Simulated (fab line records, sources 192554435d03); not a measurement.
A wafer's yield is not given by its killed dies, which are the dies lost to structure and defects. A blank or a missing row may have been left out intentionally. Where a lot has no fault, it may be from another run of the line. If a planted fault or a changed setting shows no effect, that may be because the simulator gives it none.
Which tool did it? + flow n5_finfet + 11 lots with 33 wafers sampled at 2 steps, on a route of 1938 steps

## WHAT EACH GAUGE READ, for each wafer
N5_BEOL_M4_THK_MEAS_53: measures by xrf. Usual: M4_THK gives 40.2 nm (standard deviation 1.5).
| lot  | measured     | on            | M4_THK (nm)    | flag |
|------|--------------|---------------|----------------|------|
| L673 | day 7 19:25  | film_metro-02 | 41.6 40.0 41.9 |      |
| L674 | day 8 14:14  | film_metro-01 | 41.1 41.3 39.3 |      |
| L680 | day 9 06:58  | film_metro-02 | 36.6 41.5 40.0 |      |
| L679 | day 9 21:35  | film_metro-02 | 44.4 40.8 41.0 |      |
| L681 | day 9 23:26  | film_metro-02 | 41.7 41.4 40.4 |      |
| L682 | day 10 01:29 | film_metro-02 | 37.8 41.8 38.5 |      |
| L684 | day 10 20:08 | film_metro-02 | 39.8 40.0 41.0 |      |
| L687 | day 11 01:22 | film_metro-02 | 41.8 40.8 41.0 |      |
| L688 | day 11 21:59 | film_metro-02 | 40.8 39.1 42.2 |      |
| L693 | day 13 03:43 | film_metro-01 | 38.9 39.8 42.3 |      |
| L694 | day 13 07:17 | film_metro-01 | 37.1 42.5 41.8 |      |

## WHICH TOOL RAN EACH LOT (tool, then ch and the chambers of the sampled wafers, then the start)
| lot  | N5_BEOL_M4_SPUTTER_94        |
|------|------------------------------|
| L673 | pvd_sputter-01, day 7 18:25  |
| L674 | pvd_sputter-03, day 8 12:56  |
| L680 | pvd_sputter-02, day 9 05:58  |
| L679 | pvd_sputter-02, day 9 20:34  |
| L681 | pvd_sputter-01, day 9 22:19  |
| L682 | pvd_sputter-02, day 10 00:28 |
| L684 | pvd_sputter-01, day 10 19:07 |
| L687 | pvd_sputter-03, day 11 00:21 |
| L688 | pvd_sputter-02, day 11 20:12 |
| L693 | pvd_sputter-02, day 13 02:43 |
| L694 | pvd_sputter-03, day 13 06:14 |
- N5_BEOL_M4_SPUTTER_94: material Cu, target thk 4.5 nm, time 8.29 s.

## AS READ BY THE TOOLS THEMSELVES (means over the sampled wafers that have a number; for cases with no such wafer, the mark the record gives instead)
N5_BEOL_M4_SPUTTER_94. Usual: chamber_pressure_pa 0.07001 Pa, standard deviation 0.00014; throttle_valve_pct 29.8 %, standard deviation 1.
| lot  | tool           | chamber_pressure_pa (Pa) | throttle_valve_pct (%) | flag |
|------|----------------|--------------------------|------------------------|------|
| L673 | pvd_sputter-01 | 0.06988                  | 30.1                   |      |
| L674 | pvd_sputter-03 | 0.06985                  | 29.0                   |      |
| L680 | pvd_sputter-02 | 0.07001                  | 30.0                   |      |
| L679 | pvd_sputter-02 | 0.07011                  | 30.3                   |      |
| L681 | pvd_sputter-01 | 0.06996                  | 30.1                   |      |
| L682 | pvd_sputter-02 | 0.07009                  | 30.0                   |      |
| L684 | pvd_sputter-01 | 0.06993                  | 30.8                   |      |
| L687 | pvd_sputter-03 | 0.07001                  | 29.4                   |      |
| L688 | pvd_sputter-02 | 0.07007                  | 29.7                   |      |
| L693 | pvd_sputter-02 | 0.07002                  | 30.2                   |      |
| L694 | pvd_sputter-03 | 0.06993                  | 29.0                   |      |

## THE ANSWER, worked out from the rows above alone
Rule: take the mean of a lot's wafers that have a number; if it is more than 3 standard deviations from the usual mean, the lot is off. A lot without any number at a reading at which 4 lots or more have one is off too. The other lots that the step has rows for count as sound. Order of review: gauges by route order, followed by the tools' own readings, for which a lot's mean as printed above is used. At the first step where some lot is off, the reading lying furthest off is the one used; lots without a number count as furthest.
No lot is off on any of the readings shown, so nothing can be concluded from this.

## WHAT WAS PUT IN BY THE SIMULATOR
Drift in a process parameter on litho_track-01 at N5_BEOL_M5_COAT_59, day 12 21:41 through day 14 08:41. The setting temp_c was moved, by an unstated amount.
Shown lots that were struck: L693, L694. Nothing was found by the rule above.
